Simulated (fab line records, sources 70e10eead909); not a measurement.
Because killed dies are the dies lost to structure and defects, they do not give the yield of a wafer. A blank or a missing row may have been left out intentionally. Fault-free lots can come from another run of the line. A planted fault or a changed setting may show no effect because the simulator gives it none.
What tool caused it? + flow nand_harc + 24 lots, 72 wafers sampled, at 3 steps of a route of 1302

## WHAT THE GAUGES SHOWED, per wafer
NHARC_P_M1_THK_MEAS_24: measures by xrf.
| lot  | measured     | on            | thk_nm (nm)       |
|------|--------------|---------------|-------------------|
| L074 | day 6 09:21  | film_metro-01 | 158.0 155.4 158.1 |
| L075 | day 6 15:59  | film_metro-02 | 157.8 155.3 157.1 |
| L076 | day 7 01:02  | film_metro-01 | 156.0 158.8 158.6 |
| L077 | day 7 14:50  | film_metro-02 | 158.4 157.1 160.6 |
| L078 | day 7 22:32  | film_metro-01 | 158.0 156.5 158.1 |
| L079 | day 8 13:10  | film_metro-02 | 156.5 158.6 159.2 |
| L080 | day 9 00:04  | film_metro-02 | 155.5 155.2 157.3 |
| L081 | day 9 03:17  | film_metro-01 | 156.6 157.8 157.4 |
| L082 | day 10 02:46 | film_metro-01 | 155.6 157.6 156.7 |
| L083 | day 10 06:40 | film_metro-02 | 160.5 158.1 157.7 |
| L084 | day 10 15:12 | film_metro-01 | 155.7 156.3 156.7 |
| L085 | day 10 19:31 | film_metro-02 | 160.5 159.5 158.3 |
| L086 | day 11 04:21 | film_metro-01 | 158.0 159.0 158.5 |
| L087 | day 12 08:44 | film_metro-01 | 161.3 158.7 159.2 |
| L089 | day 12 09:05 | film_metro-01 | 156.6 156.1 159.7 |
| L088 | day 12 09:46 | film_metro-02 | 157.7 162.1 160.5 |
| L090 | day 13 00:27 | film_metro-02 | 158.2 158.4 156.2 |
| L091 | day 13 10:25 | film_metro-02 | 157.7 158.3 161.0 |
| L092 | day 14 05:08 | film_metro-02 | 157.8 156.6 158.9 |
| L093 | day 14 08:39 | film_metro-01 | 160.2 159.6 157.5 |
| L094 | day 14 14:40 | film_metro-02 | 159.4 158.3 157.1 |
| L095 | day 15 08:09 | film_metro-02 | 157.0 157.0 160.3 |
| L096 | day 15 09:01 | film_metro-01 | 159.8 160.6 158.1 |
| L097 | day 16 00:20 | film_metro-02 | 159.7 157.0 155.6 |

## WHICH TOOL RAN EACH LOT (tool, then ch and the chambers of the sampled wafers, then the start)
| lot  | NHARC_P_M0_STRIP_18                | NHARC_P_M0_PRE_CLEAN_31         |
|------|------------------------------------|---------------------------------|
| L074 | rie_diel-09 ch 0,1,3, day 6 03:16  | pecvd-01 ch 0,2, day 6 05:25    |
| L075 | rie_diel-04 ch 1,2,3, day 6 09:48  | pecvd-02 ch 0,1,2, day 6 11:56  |
| L076 | rie_diel-05 ch 1,2,3, day 6 18:54  | pecvd-04 ch 0,2, day 6 21:05    |
| L077 | rie_diel-09 ch 0,1,2, day 7 08:28  | pecvd-04 ch 0,1,2, day 7 10:40  |
| L078 | rie_diel-05 ch 0,1,3, day 7 16:25  | pecvd-04 ch 0,1,2, day 7 18:35  |
| L079 | rie_diel-09 ch 1,2, day 8 07:14    | pecvd-02 ch 0,1, day 8 09:24    |
| L080 | rie_diel-05 ch 1,3, day 8 17:52    | pecvd-04 ch 0,1, day 8 20:02    |
| L081 | rie_diel-04 ch 0,1,3, day 8 21:11  | pecvd-01 ch 1,2, day 8 23:19    |
| L082 | rie_diel-09 ch 0,1,3, day 9 20:31  | pecvd-02 ch 0,2, day 9 22:47    |
| L083 | rie_diel-05 ch 0,2,3, day 10 00:34 | pecvd-01 ch 0,1,2, day 10 02:41 |
| L084 | rie_diel-09 ch 2,3, day 10 09:00   | pecvd-04 ch 0,1, day 10 11:08   |
| L085 | rie_diel-09 ch 0,1, day 10 13:28   | pecvd-01 ch 0,2, day 10 15:44   |
| L086 | rie_diel-09 ch 0,1,3, day 10 22:17 | pecvd-02 ch 0,2, day 11 00:26   |
| L087 | rie_diel-05 ch 0,1,3, day 12 02:38 | pecvd-04 ch 0,1,2, day 12 04:48 |
| L089 | rie_diel-09 ch 0,1, day 12 02:55   | pecvd-02 ch 0,2, day 12 05:13   |
| L088 | rie_diel-05 ch 0,1,3, day 12 03:46 | pecvd-01 ch 0,1, day 12 05:56   |
| L090 | rie_diel-09 ch 0,3, day 12 18:26   | pecvd-04 ch 0,2, day 12 20:37   |
| L091 | rie_diel-09 ch 1,2,3, day 13 03:21 | pecvd-02 ch 0,1,2, day 13 05:56 |
| L092 | rie_diel-09 ch 0,1,3, day 13 22:58 | pecvd-02 ch 0,1, day 14 01:11   |
| L093 | rie_diel-09 ch 0,1, day 14 02:31   | pecvd-04 ch 1,2, day 14 04:42   |
| L094 | rie_diel-04 ch 0,3, day 14 08:37   | pecvd-02 ch 0,1, day 14 10:46   |
| L095 | rie_diel-05 ch 2,3, day 15 02:02   | pecvd-02 ch 0,1,2, day 15 04:16 |
| L096 | rie_diel-04 ch 2,3, day 15 02:11   | pecvd-02 ch 0,1, day 15 04:35   |
| L097 | rie_diel-04 ch 0,2,3, day 15 18:01 | pecvd-01 ch 0,2, day 15 20:13   |
- NHARC_P_M0_STRIP_18: strips in N2/H2.
- NHARC_P_M0_PRE_CLEAN_31: time 12 s.

## AS READ BY THE TOOLS THEMSELVES (means over the sampled wafers that have a number; for cases with no such wafer, the mark the record gives instead)
NHARC_P_M0_STRIP_18.
| lot  | tool        | drypump_motor_current_A (A) | oes_product_au (a.u.) | rf_vpp_V (V) | showerhead_plenum_p_Torr (Torr) | throttle_valve_pct (%) |
|------|-------------|-----------------------------|-----------------------|--------------|---------------------------------|------------------------|
| L074 | rie_diel-09 | 5.6                         | 0.997                 | 90.5         | 1.94                            | 14.171                 |
| L075 | rie_diel-04 | 5.8                         | 0.992                 | 90.8         | 2.01                            | 14.171                 |
| L076 | rie_diel-05 | 5.3                         | 1.006                 | 91.7         | 2.06                            | 14.181                 |
| L077 | rie_diel-09 | 5.3                         | 0.996                 | 90.7         | 1.95                            | 14.173                 |
| L078 | rie_diel-05 | 5.4                         | 0.997                 | 90.8         | 2.07                            | 14.170                 |
| L079 | rie_diel-09 | 5.5                         | 1.002                 | 89.9         | 1.92                            | 14.169                 |
| L080 | rie_diel-05 | 5.1                         | 1.008                 | 90.3         | 2.12                            | 14.172                 |
| L081 | rie_diel-04 | 5.9                         | 1.003                 | 90.9         | 1.98                            | 14.169                 |
| L082 | rie_diel-09 | 5.6                         | 0.996                 | 90.0         | 1.94                            | 14.159                 |
| L083 | rie_diel-05 | 5.6                         | 0.998                 | 90.3         | 2.00                            | 14.174                 |
| L084 | rie_diel-09 | 5.0                         | 0.994                 | 90.4         | 1.92                            | 14.177                 |
| L085 | rie_diel-09 | 5.7                         | 1.000                 | 89.7         | 1.94                            | 14.172                 |
| L086 | rie_diel-09 | 5.6                         | 0.993                 | 90.0         | 1.93                            | 14.179                 |
| L087 | rie_diel-05 | 5.4                         | 1.010                 | 90.8         | 2.05                            | 14.179                 |
| L089 | rie_diel-09 | 5.5                         | 1.001                 | 89.9         | 1.97                            | 14.178                 |
| L088 | rie_diel-05 | 5.4                         | 1.002                 | 90.4         | 2.05                            | 14.165                 |
| L090 | rie_diel-09 | 5.5                         | 0.999                 | 89.3         | 1.92                            | 14.171                 |
| L091 | rie_diel-09 | 5.4                         | 0.995                 | 89.5         | 1.90                            | 14.171                 |
| L092 | rie_diel-09 | 5.6                         | 1.008                 | 90.4         | 1.93                            | 14.177                 |
| L093 | rie_diel-09 | 5.7                         | 1.002                 | 90.3         | 1.93                            | 14.168                 |
| L094 | rie_diel-04 | 6.2                         | 0.998                 | 89.7         | 1.93                            | 14.164                 |
| L095 | rie_diel-05 | 5.5                         | 1.012                 | 90.4         | 1.97                            | 14.166                 |
| L096 | rie_diel-04 | 5.7                         | 0.998                 | 91.5         | 2.02                            | 14.173                 |
| L097 | rie_diel-04 | 5.7                         | 0.998                 | 90.8         | 1.99                            | 14.177                 |

NHARC_P_M0_PRE_CLEAN_31.
| lot  | tool     | heater_power_w (W) |
|------|----------|--------------------|
| L074 | pecvd-01 | 665                |
| L075 | pecvd-02 | 673                |
| L076 | pecvd-04 | 689                |
| L077 | pecvd-04 | 674                |
| L078 | pecvd-04 | 713                |
| L079 | pecvd-02 | 753                |
| L080 | pecvd-04 | 695                |
| L081 | pecvd-01 | 585                |
| L082 | pecvd-02 | 748                |
| L083 | pecvd-01 | 633                |
| L084 | pecvd-04 | 686                |
| L085 | pecvd-01 | 681                |
| L086 | pecvd-02 | 757                |
| L087 | pecvd-04 | 698                |
| L089 | pecvd-02 | 776                |
| L088 | pecvd-01 | 582                |
| L090 | pecvd-04 | 714                |
| L091 | pecvd-02 | 720                |
| L092 | pecvd-02 | 685                |
| L093 | pecvd-04 | 667                |
| L094 | pecvd-02 | 697                |
| L095 | pecvd-02 | 730                |
| L096 | pecvd-02 | 751                |
| L097 | pecvd-01 | 613                |

## THE ANSWER, worked out from the rows above alone
Rule: what is usual is taken from the lots themselves. The widest of any qualifying gaps counts: lots, ordered by their means at a reading, are off when they make up no more than a third of the lots, leave a main group of 4 or more, and stand apart from it by 3 or more times the standard deviation of that group's means. If all means in a main group match to the digits the tables above print for the reading, that group is not used. A lot without any number at a reading at which 4 lots or more have one is off too. Any other lot the step has rows for is counted as sound. Order of review: gauges by route order, followed by the tools' own readings, for which a lot's mean as printed above is used. The first step at which some lot is off is used, and at that step the reading that is off furthest; a lot without a number counts as furthest.
No lot is off on any of the readings shown, so nothing can be concluded from this.

## WHAT THE SIMULATOR HAD INSERTED
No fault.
